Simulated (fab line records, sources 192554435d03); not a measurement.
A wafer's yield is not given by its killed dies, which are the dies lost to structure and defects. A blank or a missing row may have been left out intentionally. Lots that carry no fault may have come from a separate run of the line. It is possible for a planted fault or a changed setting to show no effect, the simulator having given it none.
fab line records ; flow n5Finfet
record: lots: 9; wafers: 27; lastDay: 17
route steps=1938 shown FIN_CUT@167 STI_FIN_REVEAL@190 BEOL_M4@1111 PASSIVATION@1936
lots that met no fault: from a run of the same line without faults
startH: hours from the record's opening day to when the first of the lot's shown wafers began ; waitH: time in hours since the lot's previous step ; " same as the row above ; L1.1+2: several wafers, shown together as one row ; - no value, or no start was given ; * or withheld: withheld ; < > ~ a bound
route shown NAME@n: names a module that has steps shown in the file, with the first one's number in the route ; usual: average and standard deviation across the fault-free wafers ; same: alike in all rows ; chamber/n: place in a boat ; sites: each site's reading ; _std_site: the values' standard deviation ; _edge_site: the outer-site mean with the inner-site mean subtracted ; radiusMm: how far each site lies from the wafer's centre ; mask NAME#n: copy n ; behind: the last tool/chamber to shape the wafer ; hold: what put the lot on hold/how long, in hours/how the hold closed ; device: whichever transistor did not switch (one of n, p or np) ; end of line: the route-end tests of the same wafers ; a step without rows: its recipe alone ; killed: count of dies lost to structure and defects at first sort (not the wafer's yield) ; map: a wafer's dies, x killed, . not, _ none there
set.NAME: the setting the step ran with; set.NAME@STEP: the setting that earlier step ran with ; model.NAME: the simulator's own value behind a step, which no gauge read
a sample of lots followed through the steps of the route, with each step as a table and each wafer as a row
services: when a tool's chamber went out of use (startH, in hours from the record's first day, below 0 if earlier), for how many hours, and the reason
== steps ==
step: N5_FIN_CUT_ETCH_30
recipe: chemistry: N2/H2; target: underlayer; targetDepthA: 130; maskMaterial: CAR-EUV; timeS: 10.4; ionEnergyEv: 200; pressureMtorr: 30; sourceW: 840; biasW: 150; n2FlowSccm: 200; h2FlowSccm: 200; ends: cleared
usual: drypumpMotorCurrentA: 5.9/0.4; etchRfOnTimeS: 10.4/0.35; oesProductAu: 0.68/0.08; rfVppV: 522.9/2; showerheadPlenumPTorr: 2.51/0.067; throttleValvePct: 17.77/0.24
lot.wafer;tool;chamber;startH;waitH;drypumpMotorCurrentA;etchRfOnTimeS;oesProductAu;rfHoursCounterH;rfVppV;showerheadPlenumPTorr;throttleValvePct
L354.1;rieDiel-05;1;57.03;0.0;5.4;10.7;0.76;14;525.5;2.58;17.36
L354.4;rieDiel-05;3;57.03;0.0;5.5;10.0;0.59;237;524.5;2.64;18.20
L354.5;rieDiel-05;2;57.03;0.0;5.7;10.4;0.82;-;526.7;2.60;17.42
L356.2;rieDiel-05;0;70.87;0.0;6.4;10.2;0.70;67;523.3;2.49;18.03
L356.3;rieDiel-05;1;70.87;0.0;5.4;10.7;0.74;19;525.4;2.58;17.39
L356.6;rieDiel-05;1;70.87;0.0;5.5;10.6;0.75;-;526.4;2.58;17.38
L357.3;rieDiel-01;0;74.76;0.0;6.0;10.7;0.65;121;523.9;2.54;17.82
L357.5;rieDiel-01;3;74.76;0.0;6.3;10.9;0.66;-;521.3;2.47;17.73
L357.6;rieDiel-01;2;74.76;0.0;5.7;10.2;0.82;-;521.5;2.48;17.50
L358.2;rieDiel-01;2;84.47;0.0;5.6;10.0;0.82;7;522.1;2.48;17.51
L358.3;rieDiel-01;3;84.47;0.0;6.3;10.9;0.66;95;520.8;2.47;17.76
L358.5;rieDiel-01;0;84.47;0.0;6.0;10.6;0.66;-;522.5;2.54;17.81
L360.1;rieDiel-01;1;94.88;0.0;5.7;10.4;0.59;206;520.0;2.40;17.87
L360.4;rieDiel-01;3;94.88;0.0;6.3;10.8;0.66;99;521.5;2.46;17.74
L360.5;rieDiel-01;1;94.88;0.0;5.7;10.2;0.60;-;520.5;2.40;17.87
L362.1;rieDiel-01;2;106.16;0.0;5.6;10.1;0.79;15;522.7;2.48;17.54
L362.5;rieDiel-01;3;106.16;0.0;6.3;11.0;0.65;-;521.1;2.46;17.77
L362.6;rieDiel-01;2;106.16;0.0;5.6;10.2;0.79;-;522.3;2.48;17.53
L365.4;rieDiel-05;1;122.65;0.0;5.4;10.7;0.72;36;524.3;2.57;17.42
L365.5;rieDiel-05;1;122.65;0.0;5.4;10.7;0.72;-;525.6;2.57;17.42
L365.6;rieDiel-05;2;122.65;0.0;5.7;10.3;0.77;-;525.7;2.59;17.45
L366.2;rieDiel-01;0;132.06;0.0;6.0;10.4;0.64;139;522.7;2.53;17.84
L366.4;rieDiel-01;1;132.06;0.0;5.7;10.3;0.59;217;520.8;2.40;17.89
L366.6;rieDiel-01;2;132.06;0.0;5.6;10.0;0.78;-;522.4;2.48;17.53
L370.2;rieDiel-01;3;152.25;0.0;6.3;11.0;0.63;117;519.6;2.46;17.77
L370.5;rieDiel-01;0;152.25;0.0;6.0;10.6;0.64;-;525.2;2.53;17.83
L370.6;rieDiel-01;1;152.25;0.0;5.7;10.5;0.58;-;520.0;2.40;17.89
step: N5_STI_FIN_REVEAL_ETCHBACK_08
recipe: chemistry: C4F6/O2; target: SiO2; targetDepthA: 305; timeS: 10.167; ionEnergyEv: 250; pressureMtorr: 30; sourceW: 345; biasW: 185; Ar_flow_sccm: 300; C4F6_flow_sccm: 10; O2_flow_sccm: 10
usual: drypumpMotorCurrentA: 5.6/0.4; oes_f_703_au: 0.78/0.083; oesProductAu: 0.78/0.081; rfVppV: 659/21; showerheadPlenumPTorr: 2.83/0.073; throttleValvePct: 21.18/0.22
lot.wafer;tool;chamber;startH;waitH;drypumpMotorCurrentA;oes_f_703_au;oesProductAu;rfHoursCounterH;rfVppV;showerheadPlenumPTorr;throttleValvePct
L354.1;rieDiel-02;0;63.80;0.2;5.9;0.71;0.74;189;685;2.95;21.04
L354.4;rieDiel-02;0;63.80;0.2;5.9;0.71;0.75;-;685;2.95;21.02
L354.5;rieDiel-02;3;63.80;0.2;5.2;0.98;0.96;-;664;2.80;21.28
L356.2;rieDiel-02;3;77.72;0.2;5.2;0.97;0.93;15;664;2.80;21.29
L356.3;rieDiel-02;0;77.72;0.2;5.9;0.71;0.74;196;686;2.95;21.04
L356.6;rieDiel-02;2;77.72;0.2;4.8;0.78;0.78;-;656;2.91;20.82
L357.3;rieDiel-04;3;81.81;0.1;5.5;0.86;0.82;88;655;2.80;21.33
L357.5;rieDiel-04;2;81.81;0.1;6.0;0.73;0.72;-;638;2.83;21.12
L357.6;rieDiel-04;3;81.81;0.1;5.5;0.85;0.82;-;656;2.80;21.34
L358.2;rieDiel-04;0;91.86;0.2;6.1;0.76;0.74;184;649;2.94;21.11
L358.3;rieDiel-04;2;91.86;0.2;6.0;0.72;0.71;180;638;2.83;21.11
L358.5;rieDiel-04;3;91.86;0.2;5.5;0.85;0.82;-;656;2.80;21.36
L360.1;rieDiel-04;1;102.31;0.2;5.1;0.76;0.78;125;651;2.77;21.59
L360.4;rieDiel-04;0;102.31;0.2;6.1;0.75;0.73;186;646;2.94;21.12
L360.5;rieDiel-04;3;102.31;0.2;5.5;0.85;0.81;-;656;2.80;21.36
L362.1;rieDiel-02;3;112.91;0.2;5.2;0.94;0.90;26;664;2.79;21.29
L362.5;rieDiel-02;3;112.91;0.2;5.2;0.94;0.91;-;664;2.79;21.29
L362.6;rieDiel-02;2;112.91;0.2;4.8;0.77;0.76;-;657;2.91;20.81
L365.4;rieDiel-06;1;129.90;0.1;6.2;0.90;0.95;17;706;2.78;21.24
L365.5;rieDiel-06;1;129.90;0.1;6.2;0.90;0.95;-;705;2.78;21.24
L365.6;rieDiel-06;2;129.90;0.1;5.5;0.73;0.74;-;682;2.82;21.31
L366.2;rieDiel-06;2;138.70;0.2;5.5;0.72;0.73;170;683;2.82;21.34
L366.4;rieDiel-06;1;138.70;0.2;6.2;0.89;0.95;20;703;2.77;21.25
L366.6;rieDiel-06;1;138.70;0.2;6.2;0.89;0.94;-;705;2.77;21.25
L370.2;rieDiel-04;2;158.82;0.2;6.0;0.70;0.70;201;638;2.82;21.14
L370.5;rieDiel-04;1;158.82;0.2;5.1;0.74;0.76;-;651;2.76;21.62
L370.6;rieDiel-04;0;158.82;0.2;6.1;0.73;0.73;-;647;2.93;21.15
step: N5_STI_FIN_REVEAL_RECESS_09
recipe: chemistry: HF/NH3; target: SiO2; afsCycles: 11; targetDepthA: 425; tempC: 30; sublimationTempC: 180; sublimationTimeS: 60
usual: drypumpMotorCurrentA: 5.76/0.21
same: afsCycles: 11
lot.wafer;tool;chamber;startH;waitH;drypumpMotorCurrentA
L354.1;vaporEtch-01;0;65.20;1.2;6.02
L354.4;vaporEtch-01;1;65.20;1.2;5.72
L354.5;vaporEtch-01;1;65.20;1.2;5.73
L356.2;vaporEtch-01;1;78.21;0.3;5.72
L356.3;vaporEtch-01;0;78.21;0.3;6.05
L356.6;vaporEtch-01;0;78.21;0.3;6.03
L357.3;vaporEtch-01;1;82.88;0.8;5.74
L357.5;vaporEtch-01;0;82.88;0.8;6.04
L357.6;vaporEtch-01;1;82.88;0.8;5.73
L358.2;vaporEtch-01;0;92.12;0.0;6.01
L358.3;vaporEtch-01;0;92.12;0.0;6.04
L358.5;vaporEtch-01;1;92.12;0.0;5.71
L360.1;vaporEtch-01;1;102.56;0.0;5.72
L360.4;vaporEtch-01;0;102.56;0.0;6.03
L360.5;vaporEtch-01;1;102.56;0.0;5.75
L362.1;vaporEtch-01;1;113.16;0.0;5.73
L362.5;vaporEtch-01;0;114.22;1.1;6.03
L362.6;vaporEtch-01;1;114.22;1.1;5.73
L365.4;vaporEtch-02;1;130.69;0.6;5.70
L365.5;vaporEtch-02;1;130.69;0.6;5.70
L365.6;vaporEtch-02;0;130.69;0.6;5.44
L366.2;vaporEtch-02;0;138.97;0.0;5.41
L366.4;vaporEtch-02;0;138.97;0.0;5.41
L366.6;vaporEtch-02;0;138.97;0.0;5.41
L370.2;vaporEtch-02;0;159.08;0.0;5.43
L370.5;vaporEtch-02;0;160.14;1.1;5.42
L370.6;vaporEtch-02;1;160.14;1.1;5.70
step: N5_STI_FIN_REVEAL_OXIDATION_33
recipe: chemistry: O2_PLASMA_REMOTE; tempC: 150; timeS: 20; pressureMtorr: 1000; sourcePowerW: 2000; o2FlowSccm: 3000
usual: drypumpMotorCurrentA: 5.7/0.45; heaterPowerW: 143/4.4; o2FlowSccm: 2999/7.8
lot.wafer;tool;chamber;startH;waitH;drypumpMotorCurrentA;heaterPowerW;o2FlowSccm;rfHoursCounterH
L354.1;plasmaAsher-02;0;67.70;0.0;6.4;147;3005;89
L354.4;plasmaAsher-02;1;67.70;0.0;5.7;140;2993;-
L354.5;plasmaAsher-02;1;67.70;0.0;5.7;142;2998;-
L356.2;plasmaAsher-02;1;80.74;0.0;5.7;144;2990;93
L356.3;plasmaAsher-02;1;80.74;0.0;5.7;145;3003;-
L356.6;plasmaAsher-02;1;80.74;0.0;5.7;143;3003;-
L357.3;plasmaAsher-02;0;85.46;0.6;6.4;143;3002;-
L357.5;plasmaAsher-02;0;85.46;0.6;6.4;147;2997;-
L357.6;plasmaAsher-02;1;85.46;0.6;5.7;145;2992;-
L358.2;plasmaAsher-01;0;94.62;0.0;5.4;140;3012;36
L358.3;plasmaAsher-01;0;94.62;0.0;5.4;139;2993;-
L358.5;plasmaAsher-01;0;94.62;0.0;5.4;141;2993;-
L360.1;plasmaAsher-02;1;105.07;0.0;5.7;141;3007;98
L360.4;plasmaAsher-02;0;105.07;0.0;6.4;147;2996;-
L360.5;plasmaAsher-02;1;105.07;0.0;5.7;148;2998;-
L362.1;plasmaAsher-02;0;115.66;0.0;6.4;142;3000;100
L362.5;plasmaAsher-02;0;115.66;0.0;6.4;145;3004;-
L362.6;plasmaAsher-02;1;115.66;0.0;5.7;142;3007;-
L365.4;plasmaAsher-01;0;132.70;0.1;5.4;135;2999;-
L365.5;plasmaAsher-01;1;132.70;0.1;5.3;146;2976;-
L365.6;plasmaAsher-01;0;132.70;0.1;5.4;137;2995;-
L366.2;plasmaAsher-02;1;141.80;0.0;5.8;142;3016;106
L366.4;plasmaAsher-02;0;141.80;0.0;6.4;146;3002;-
L366.6;plasmaAsher-02;0;141.80;0.0;6.4;142;3007;-
L370.2;plasmaAsher-01;0;161.58;0.0;5.4;139;2995;47
L370.5;plasmaAsher-01;0;161.58;0.0;5.4;139;2988;-
L370.6;plasmaAsher-01;1;161.58;0.0;5.3;150;3013;-
step: N5_STI_FIN_REVEAL_FIN_H_MEAS_10
usual: trenchDepthNm: 52.1/0.86
lot.wafer;tool;chamber;startH;waitH;trenchDepthNm
L354.1;ocd-02;-;67.89;0.0;52.8
L354.4;ocd-02;-;67.89;0.0;52.9
L354.5;ocd-02;-;67.89;0.0;54.4
L356.2;ocd-01;-;80.93;0.0;52.5
L356.3;ocd-01;-;80.93;0.0;52.4
L356.6;ocd-01;-;80.93;0.0;51.8
L357.3;ocd-02;-;85.64;0.0;52.3
L357.5;ocd-02;-;85.64;0.0;50.8
L357.6;ocd-02;-;85.64;0.0;52.7
L358.2;ocd-02;-;94.82;0.0;54.4
L358.3;ocd-02;-;94.82;0.0;53.6
L358.5;ocd-02;-;94.82;0.0;55.6
L360.1;ocd-02;-;105.27;0.0;55.8
L360.4;ocd-02;-;105.27;0.0;55.0
L360.5;ocd-02;-;105.27;0.0;55.5
L362.1;ocd-02;-;115.86;0.0;56.1
L362.5;ocd-02;-;115.86;0.0;57.1
L362.6;ocd-02;-;115.86;0.0;54.7
L365.4;ocd-02;-;132.88;0.0;52.0
L365.5;ocd-02;-;132.88;0.0;52.1
L365.6;ocd-02;-;132.88;0.0;51.0
L366.2;ocd-01;-;141.99;0.0;51.1
L366.4;ocd-01;-;141.99;0.0;53.6
L366.6;ocd-01;-;141.99;0.0;53.9
L370.2;ocd-02;-;161.78;0.0;51.3
L370.5;ocd-02;-;161.78;0.0;52.3
L370.6;ocd-02;-;161.78;0.0;51.9
step: N5_BEOL_M4_RC_MEAS_101
usual: DIBL_N: 37.3/2.3; DIBL_P: 37.4/2.9; IOFF_N: 0.18/0.045; IOFF_P: 0.25/0.054; ION_N: 679/15; ION_P: 468/9.7; SS_N: 71.8/0.62; SS_P: 73.6/0.76; VT_N: 248/4.1; VT_P: -248/3.6
lot.wafer;tool;chamber;startH;waitH;DIBL_N[mV/V];DIBL_P[mV/V];IOFF_N[nA/um];IOFF_P[nA/um];ION_N[uA/um];ION_P[uA/um];SS_N[mV/dec];SS_P[mV/dec];VT_N[mV];VT_P[mV]
L354.1;prober-02;0;195.36;0.0;39.0;39.4;0.20;0.25;681;464;71.6;74.0;247;-249
L354.4;prober-02;0;195.36;0.0;40.6;43.2;0.26;0.31;693;473;72.8;74.9;243;-248
L354.5;prober-02;0;195.36;0.0;37.3;38.2;0.17;0.22;698;469;72.0;73.0;248;-251
L356.2;prober-01;0;199.46;0.2;35.1;35.3;0.15;0.22;687;473;71.1;73.1;246;-248
L356.3;prober-01;0;199.46;0.2;37.2;38.0;0.19;0.27;687;472;72.2;73.1;245;-245
L356.6;prober-01;0;199.46;0.2;37.0;37.3;0.19;0.26;687;470;71.5;73.8;245;-247
L357.3;prober-02;0;216.15;0.3;40.4;39.5;0.25;0.31;708;483;72.6;74.4;242;-243
L357.5;prober-02;0;216.15;0.3;38.3;36.6;0.18;0.26;667;464;71.1;73.6;246;-245
L357.6;prober-02;0;216.15;0.3;38.9;38.0;0.20;0.27;701;481;72.2;73.5;245;-245
L358.2;prober-02;0;218.02;0.2;38.2;39.2;0.20;0.26;719;490;71.5;73.9;245;-247
L358.3;prober-02;0;218.02;0.2;37.2;36.9;0.18;0.23;713;484;71.1;72.7;248;-249
L358.5;prober-02;0;218.02;0.2;41.0;43.5;0.27;0.33;728;504;72.8;75.4;243;-246
L360.1;prober-02;0;236.47;0.0;37.4;39.0;0.21;0.24;723;491;71.7;73.6;244;-251
L360.4;prober-02;0;236.47;0.0;36.7;37.5;0.17;0.20;708;478;72.3;73.6;247;-253
L360.5;prober-02;0;236.47;0.0;38.6;39.8;0.25;0.26;730;488;71.8;73.7;241;-247
L362.1;prober-02;0;260.49;0.0;39.3;41.0;0.25;0.32;732;504;71.5;73.7;245;-243
L362.5;prober-02;0;260.49;0.0;33.3;32.9;0.12;0.18;698;493;71.0;72.8;251;-251
L362.6;prober-02;0;260.49;0.0;35.5;35.5;0.14;0.21;689;488;71.2;73.6;252;-247
L365.4;prober-02;0;269.11;0.5;33.5;34.4;0.14;0.20;669;463;70.6;73.1;251;-249
L365.5;prober-02;0;269.11;0.5;32.0;33.1;0.13;0.19;679;468;70.6;72.6;249;-250
L365.6;prober-02;0;269.11;0.5;35.5;35.0;0.16;0.21;652;450;71.8;73.5;251;-253
L366.2;prober-01;0;270.82;0.2;38.4;39.6;0.22;0.29;672;459;73.0;74.3;248;-246
L366.4;prober-01;0;270.82;0.2;36.5;37.6;0.18;0.25;695;473;71.3;74.1;248;-246
L366.6;prober-01;0;270.82;0.2;37.4;38.9;0.21;0.28;703;474;71.7;74.2;245;-244
L370.2;prober-02;0;295.89;0.2;40.7;41.8;0.23;0.30;679;467;72.8;73.9;244;-248
L370.5;prober-02;0;295.89;0.2;35.8;35.6;0.14;0.20;662;462;71.7;73.1;252;-252
L370.6;prober-02;0;295.89;0.2;39.5;41.2;0.22;0.28;677;464;73.2;74.6;246;-249
step: N5_PASSIVATION_PROBE_49
usual: defectLimitedYield: 91.3/1.5; killed_at_M0_to_M3: 35/8.7; killed_at_M4_up: 14/5.5; killedAtContacts: 11/5.6; killedAtFrontEnd: 39/13; killedAtOther: 3.7/2.2; killedDies: 103/18; killedOpen: 69/14; killedShort: 33/7.8; sort_bin_4_leakage: 0.02/0.15; sort_bin_5_function: 5.1/0.99; sort_bin_6_memory: 3.3/0.67; sortNPass: 1077/18; sortYieldPct: 91.2/1.5
same: grossDies: 1180; killedAtBackSide: 0; sort_bin_8_speed[%]: 0
lot.wafer;tool;chamber;startH;waitH;defectLimitedYield[%];killed_at_M0_to_M3;killed_at_M4_up;killedAtContacts;killedAtFrontEnd;killedAtOther;killedDies;killedOpen;killedShort;sort_bin_4_leakage[%];sort_bin_5_function[%];sort_bin_6_memory[%];sortNPass;sortYieldPct[%]
L356.2;prober-01;-;302.85;0.1;92.1;36;9;8;34;6;93;58;34;0;5.1;2.3;1087;92.1
L356.3;prober-01;-;302.90;0.1;91.7;41;16;9;27;5;98;68;30;0;4.6;3.5;1082;91.7
L356.6;prober-01;-;303.05;0.3;92.2;27;20;6;32;7;92;66;25;0;4.6;3.1;1088;92.2
L354.1;prober-02;-;305.94;0.0;93.3;34;14;3;26;2;79;56;21;0;3.0;3.2;1101;93.3
L354.4;prober-02;-;306.09;0.2;92.4;34;17;6;28;5;90;59;31;0.17;4.2;2.7;1088;92.2
L354.5;prober-02;-;306.14;0.2;92.3;45;6;2;37;1;91;68;23;0;4.8;2.8;1089;92.3
L357.3;prober-01;-;312.96;0.1;91.1;28;26;25;21;5;105;70;35;0;5.6;3.1;1075;91.1
L357.5;prober-01;-;313.06;0.2;90.9;30;22;14;36;5;107;76;31;0;5.8;2.8;1073;90.9
L357.6;prober-01;-;313.11;0.3;92.5;27;11;21;29;0;88;63;25;0;4.3;3.0;1092;92.5
L358.2;prober-01;-;325.68;0.1;91.3;40;21;3;35;4;103;71;30;0;4.8;3.8;1077;91.3
L358.3;prober-01;-;325.73;0.1;90.4;38;16;6;50;3;113;73;33;0;5.5;3.6;1067;90.4
L358.5;prober-01;-;325.83;0.2;91.2;30;12;7;49;6;104;58;44;0;5.4;3.1;1076;91.2
L365.4;prober-01;-;377.76;0.2;90.8;44;15;16;30;3;108;66;41;0;5.8;2.9;1072;90.8
L365.5;prober-01;-;377.81;0.2;90.4;51;7;18;34;3;113;65;48;0;5.2;4.0;1067;90.4
L365.6;prober-01;-;377.86;0.3;91.9;35;21;10;25;5;96;63;32;0;4.8;3.0;1084;91.9
L366.2;prober-01;-;378.00;0.1;92.4;27;17;8;34;4;90;65;22;0;4.7;2.7;1090;92.4
L366.4;prober-01;-;378.10;0.2;94.7;21;9;5;24;4;63;46;17;0;3.4;1.7;1117;94.7
L366.6;prober-01;-;378.20;0.3;93.0;17;25;10;29;2;83;55;24;0;4.4;2.5;1097;93.0
L370.2;prober-01;-;413.45;0.1;90.9;31;18;18;39;1;107;77;26;0;5.2;3.6;1073;90.9
L370.5;prober-01;-;413.60;0.2;90.7;36;9;25;37;3;110;85;24;0;5.6;3.5;1070;90.7
L370.6;prober-01;-;413.65;0.3;93.3;30;8;12;29;0;79;44;34;0;3.2;3.1;1101;93.3
killed by level:class
L356.2 DUMMY_GATE:geometricParticle:open=8 BEOL_M0_SAQP:geometricParticle:open=7 MOL_CONTACT_COAG:geometricParticle:open=7 FIN_SAQP:geometricParticle:open=6 BEOL_M0_SAQP:geometricParticle:short=6 BEOL_M2:geometricParticle:open=6 BEOL_M3:geometricParticle:open=6 DUMMY_GATE:geometricParticle:short=5
L356.3 BEOL_M0_SAQP:geometricParticle:open=11 BEOL_M2:geometricParticle:open=8 BEOL_M4:geometricParticle:open=7 DUMMY_GATE:geometricParticle:open=6 MOL_CONTACT_COAG:geometricParticle:open=6 BEOL_M3:geometricParticle:open=6 FIN_SAQP:geometricParticle:open=5 GATE_CUT:geometricParticle:short=4
L356.6 BEOL_M4:geometricParticle:open=10 BEOL_M0_SAQP:geometricParticle:open=8 STI_FIN_REVEAL:geometricParticle:open=6 MOL_CONTACT_COAG:geometricParticle:open=6 DUMMY_GATE:geometricParticle:open=5 BEOL_M3:geometricParticle:open=5 STARTING-WAFER:geometricParticle:short=4 GATE_CUT:geometricParticle:short=4
L354.1 BEOL_M3:geometricParticle:open=9 BEOL_M2:geometricParticle:open=8 STI_FIN_REVEAL:geometricParticle:open=6 BEOL_M4:geometricParticle:open=6 BEOL_M0_SAQP:geometricParticle:short=5 GATE_CUT:geometricParticle:open=4 BEOL_M0:geometricParticle:open=4 BEOL_M0:geometricParticle:short=4
L354.4 BEOL_M4:geometricParticle:open=12 GATE_CUT:geometricParticle:short=8 BEOL_M0_SAQP:geometricParticle:short=8 MOL_CONTACT_COAG:geometricParticle:open=6 STI_FIN_REVEAL:geometricParticle:open=5 BEOL_M0_SAQP:geometricParticle:open=5 BEOL_M1:geometricParticle:open=5 BEOL_M2:geometricParticle:open=5
L354.5 STI_FIN_REVEAL:geometricParticle:open=14 BEOL_M1:geometricParticle:open=10 BEOL_M2:geometricParticle:open=9 BEOL_M0_SAQP:geometricParticle:open=7 BEOL_M3:geometricParticle:open=6 STARTING-WAFER:geometricParticle:open=6 FIN_SAQP:geometricParticle:short=4 GATE_CUT:geometricParticle:short=4
L357.3 MOL_CONTACT_COAG:geometricParticle:open=19 GATE_CUT:geometricParticle:short=8 BEOL_M1:geometricParticle:open=8 BEOL_M4:geometricParticle:open=8 MOL_CONTACT_COAG:geometricParticle:short=6 BEOL_M0_SAQP:geometricParticle:open=6 BEOL_M0_SAQP:geometricParticle:short=5 BEOL_M7:geometricParticle:open=5
L357.5 BEOL_M2:geometricParticle:open=12 MOL_CONTACT_COAG:geometricParticle:open=10 DUMMY_GATE:geometricParticle:open=7 BEOL_M1:geometricParticle:open=7 STI_FIN_REVEAL:geometricParticle:open=6 BEOL_M5:geometricParticle:open=6 BEOL_M4:geometricParticle:open=5 FIN_SAQP:geometricParticle:short=4
L357.6 MOL_CONTACT_COAG:geometricParticle:open=18 BEOL_M1:geometricParticle:open=11 FIN_SAQP:geometricParticle:short=5 DUMMY_GATE:geometricParticle:open=5 BEOL_M2:geometricParticle:open=5 STI_FIN_REVEAL:geometricParticle:open=4 GATE_CUT:geometricParticle:short=4 BEOL_M1:geometricParticle:short=4
L358.2 BEOL_M2:geometricParticle:open=11 BEOL_M1:geometricParticle:open=9 BEOL_M4:geometricParticle:open=9 FIN_SAQP:geometricParticle:short=8 FIN_SAQP:geometricParticle:open=8 BEOL_M0_SAQP:geometricParticle:short=6 BEOL_M0:geometricParticle:open=5 DUMMY_GATE:geometricParticle:open=4
L358.3 BEOL_M3:geometricParticle:open=13 STI_FIN_REVEAL:geometricParticle:open=11 FIN_SAQP:geometricParticle:open=10 FIN_SAQP:geometricParticle:short=7 BEOL_M0_SAQP:geometricParticle:short=7 STARTING-WAFER:geometricParticle:short=7 DUMMY_GATE:geometricParticle:open=5 MOL_CONTACT_COAG:geometricParticle:open=5
L358.5 FIN_SAQP:geometricParticle:short=22 FIN_SAQP:geometricParticle:open=12 BEOL_M3:geometricParticle:open=9 MOL_CONTACT_COAG:geometricParticle:open=7 BEOL_M0_SAQP:geometricParticle:short=6 STI_FIN_REVEAL:geometricParticle:open=5 BEOL_M1:geometricParticle:open=5 BEOL_M0_SAQP:geometricParticle:open=4
L365.4 MOL_CONTACT_COAG:geometricParticle:open=13 BEOL_M0_SAQP:geometricParticle:open=11 BEOL_M0_SAQP:geometricParticle:short=8 FIN_SAQP:geometricParticle:open=5 GATE_CUT:geometricParticle:short=5 BEOL_M1:geometricParticle:open=5 BEOL_M2:geometricParticle:short=5 BEOL_M4:geometricParticle:short=5
L365.5 BEOL_M0_SAQP:geometricParticle:short=17 MOL_CONTACT_COAG:geometricParticle:open=15 BEOL_M1:geometricParticle:open=9 GATE_CUT:geometricParticle:short=8 BEOL_M0_SAQP:geometricParticle:open=7 BEOL_M2:geometricParticle:open=7 STARTING-WAFER:geometricParticle:short=6 STARTING-WAFER:geometricParticle:open=4
L365.6 BEOL_M4:geometricParticle:open=16 BEOL_M0_SAQP:geometricParticle:short=9 MOL_CONTACT_COAG:geometricParticle:open=8 BEOL_M1:geometricParticle:open=7 BEOL_M0_SAQP:geometricParticle:open=6 STI_FIN_REVEAL:geometricParticle:open=5 GATE_CUT:geometricParticle:short=5 BEOL_M2:geometricParticle:open=4
L366.2 FIN_SAQP:geometricParticle:short=11 BEOL_M3:geometricParticle:open=11 BEOL_M4:geometricParticle:open=9 FIN_SAQP:geometricParticle:open=6 MOL_CONTACT_COAG:geometricParticle:open=6 STI_FIN_REVEAL:geometricParticle:open=5 BEOL_M0_SAQP:geometricParticle:open=5 BEOL_M2:geometricParticle:open=5
L366.4 FIN_SAQP:geometricParticle:short=7 STI_FIN_REVEAL:geometricParticle:open=7 BEOL_M0_SAQP:geometricParticle:open=7 BEOL_M1:geometricParticle:open=6 BEOL_M4:geometricParticle:open=6 MOL_CONTACT_COAG:geometricParticle:open=5 BEOL_M3:geometricParticle:open=5 STARTING-WAFER:geometricParticle:short=4
L366.6 BEOL_M4:geometricParticle:open=15 MOL_CONTACT_COAG:geometricParticle:open=9 GATE_CUT:geometricParticle:short=8 STI_FIN_REVEAL:geometricParticle:open=7 BEOL_M3:geometricParticle:open=6 BEOL_M4:geometricParticle:short=4 STARTING-WAFER:geometricParticle:open=4 GATE_CUT:geometricParticle:open=3
L370.2 MOL_CONTACT_COAG:geometricParticle:open=16 BEOL_M4:geometricParticle:open=11 FIN_SAQP:geometricParticle:open=8 BEOL_M3:geometricParticle:open=8 BEOL_M2:geometricParticle:open=7 DUMMY_GATE:geometricParticle:open=5 GATE_CUT:geometricParticle:short=4 FIN_SAQP:geometricParticle:short=4
L370.5 MOL_CONTACT_COAG:geometricParticle:open=21 FIN_SAQP:geometricParticle:open=17 BEOL_M3:geometricParticle:open=11 BEOL_M2:geometricParticle:open=8 BEOL_M4:geometricParticle:open=6 FIN_SAQP:geometricParticle:short=5 SPACER0:geometricParticle:open=4 MOL_CONTACT_COAG:geometricParticle:short=4
L370.6 BEOL_M0_SAQP:geometricParticle:short=10 MOL_CONTACT_COAG:geometricParticle:open=8 BEOL_M3:geometricParticle:open=7 FIN_SAQP:geometricParticle:open=5 FIN_SAQP:geometricParticle:short=5 STARTING-WAFER:geometricParticle:short=5 STI_FIN_REVEAL:geometricParticle:open=4 MOL_CONTACT_COAG:geometricParticle:short=4
== services ==
tool;chamber;startH;hours;kind
rieDiel-06;0;57.42;4.3;repair
rieDiel-02;2;60.12;4.3;repair
rieDiel-06;1;61.97;-;clean
rieDiel-06;1;61.97;-;consumableReplace:focusRing
rieDiel-06;1;61.97;16.0;scheduledDown
rieDiel-06;1;61.97;16.0;ventCycle
vaporEtch-02;-;62.41;28.1;pm
rieDiel-04;3;69.58;3.5;repair
rieDiel-02;1;71.49;3.0;repair
plasmaAsher-01;-;72.72;14.6;pm
rieDiel-05;2;84.23;6.4;repair
rieDiel-05;3;98.65;-;clean
rieDiel-05;3;98.65;-;consumableReplace:focusRing
rieDiel-05;3;98.65;14.6;scheduledDown
rieDiel-05;3;98.65;14.6;ventCycle
vaporEtch-01;-;99.84;0.2;repair
rieDiel-01;2;125.19;5.3;repair
rieDiel-06;2;148.52;29.0;repair
plasmaAsher-01;-;156.52;0.4;repair
rieDiel-05;3;157.68;15.8;repair
== key ==
firstSign: step: N5_STI_FIN_REVEAL_FIN_H_MEAS_10; reading: trenchDepthNm; direction: up; sigmas: 3.7; usual: 52.1; struck: 55.3
effect: step: N5_BEOL_M4_RC_MEAS_101; reading: ION_P; direction: up; sigmas: 2.4; usual: 468; struck: 491
effect: step: N5_BEOL_M4_RC_MEAS_101; reading: ION_N; direction: up; sigmas: 2.4; usual: 679; struck: 716; wafersMoved: 5
metAt N5_STI_FIN_REVEAL_RECESS_09
struckLots L358,L360,L362
rowsEnd L360.1,L360.4,L360.5,L362.1,L362.5,L362.6
notActingAt N5_FIN_CUT_ETCH_30,N5_STI_FIN_REVEAL_ETCHBACK_08,N5_STI_FIN_REVEAL_OXIDATION_33
onsetBetween 82.88 92.12
fault: kind: processParameterDrift; tool: vaporEtch-01; chamber: -; onsetH: 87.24; steps: N5_STI_FIN_REVEAL_RECESS_09; channel: targetDepthA; offset: 30.331; shape: step; actsIn: theseRecipesOnly; stated: 425
rowsEnd: these wafers met a further fault down the route, and their rows from its step on are left out
